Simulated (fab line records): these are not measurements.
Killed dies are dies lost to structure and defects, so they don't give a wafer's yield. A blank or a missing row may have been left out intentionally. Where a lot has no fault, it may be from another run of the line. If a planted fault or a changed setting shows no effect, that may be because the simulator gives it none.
A struck lot beside a sound one -- flow nandHarc -- 17 steps out of a route of 1159
Sound: the wafers L221.1, L221.3, L221.6. Wafers struck: L228.1, L228.2, L228.6. At the end, the cause is stated.
At each step with rows: each side's tool, then ch and its chambers, then its first start. Under that, the readings that differ: sound wafers -- struck wafers -- difference of the means -- sigmas: that difference in standard deviations of wafers without a fault.
alike: a reading whose means differ by less than 2 such deviations, as well as words and numbers matching on both sides. not compared: withheld readings; readings where some wafer has no value; bounds like >300 that might hide an equal value; numbers whose values overlap and for which the record gives no deviation.
The two part at a step that has a row with sigmas, a row that says differs or no value, or rows on one side only. Numbers that don't overlap but have no deviation are shown without sigmas and don't part them. Lack of a reading on every wafer of one side parts them only where that side has two or more wafers.

first, 1 step without rows for these wafers: NHARC_P_GATE_HARDBAKE_47 (time 80 s).
NHARC_P_GATE_DESCUM_48: chemistry O2, time 3 s.
  sound on rieDiel-05 ch 1,2, day 7 19:07; struck on rieDiel-05 ch 1,2, day 9 13:47
  alike: drypumpMotorCurrentA, oesProductAu, rfVppV, showerheadPlenumPTorr, throttleValvePct
  not compared: rfHoursCounterH
following that, these wafers have no rows for 1 step: NHARC_P_GATE_IMPLANT_49.
NHARC_P_GATE_STRIP_111: strips in N2/H2, time 250 s.
  sound on plasmaAsher-01 ch 0, day 7 19:33; struck on plasmaAsher-02 ch 0,1, day 9 14:19
reading,sound,struck,difference,sigmas
heaterPowerW (W),97 97 96,82 76 74,-19,-3
  alike: drypumpMotorCurrentA
  not compared: rfHoursCounterH
NHARC_P_GATE_STRIP_75: strips in O2.
  sound on plasmaAsher-01 ch 0, day 7 19:49; struck on plasmaAsher-02 ch 0,1, day 9 14:37
reading,sound,struck,difference,sigmas
heaterPowerW (W),359 353 358,306 285 283,-65,-3
  alike: drypumpMotorCurrentA
  not compared: rfHoursCounterH
then, 7 steps without rows for these wafers: NHARC_P_GATE_STRIP_50 (strips in SPM, time 900 s); NHARC_P_GATE_DEHYDRATE_51 (time 120 s); NHARC_P_GATE_HMDS_52 (time 30 s); NHARC_P_GATE_COAT_53; NHARC_P_GATE_SOFTBAKE_54 (time 95 s); NHARC_P_GATE_EBR_55; NHARC_P_GATE_EXPOSE_56 (exposes mask P PSD, target cd 720 nm).
NHARC_P_GATE_PEB_57: peb time 85 s.
  sound on lithoTrack-05 ch 0, day 7 20:38; struck on lithoTrack-05 ch 0, day 9 15:27
reading,sound,struck,difference,sigmas
heaterPowerTotalW (W),163.65 164.22 163.64,157.49 157.71 157.24,-6.36,-24
plateTempC (C),118.06 117.89 117.90,114.66 114.55 114.58,-3.35,-24
then, 1 step without rows for these wafers: NHARC_P_GATE_DEVELOP_58 (time 70 s).
NHARC_P_GATE_CD_MEAS_59: target cd 720 nm.
  sound on cdSem-02 ch 0, day 7 20:44; struck on cdSem-01 ch 0, day 9 15:32
reading,sound,struck,difference,sigmas
cdNm (nm),720.4 718.9 719.5,712.3 713.4 712.2,-7.0,-5
then, 1 step without rows for these wafers: NHARC_P_GATE_HARDBAKE_60 (time 80 s).
NHARC_END_SORT_01:
  the record has rows for the sound wafers here (prober-01 ch 0, day 22 10:24) and none for the struck ones

WHERE THEY PART
At NHARC_P_GATE_STRIP_111 first; at NHARC_END_SORT_01 last (within this record only).

WHY: what had been put in by the simulator
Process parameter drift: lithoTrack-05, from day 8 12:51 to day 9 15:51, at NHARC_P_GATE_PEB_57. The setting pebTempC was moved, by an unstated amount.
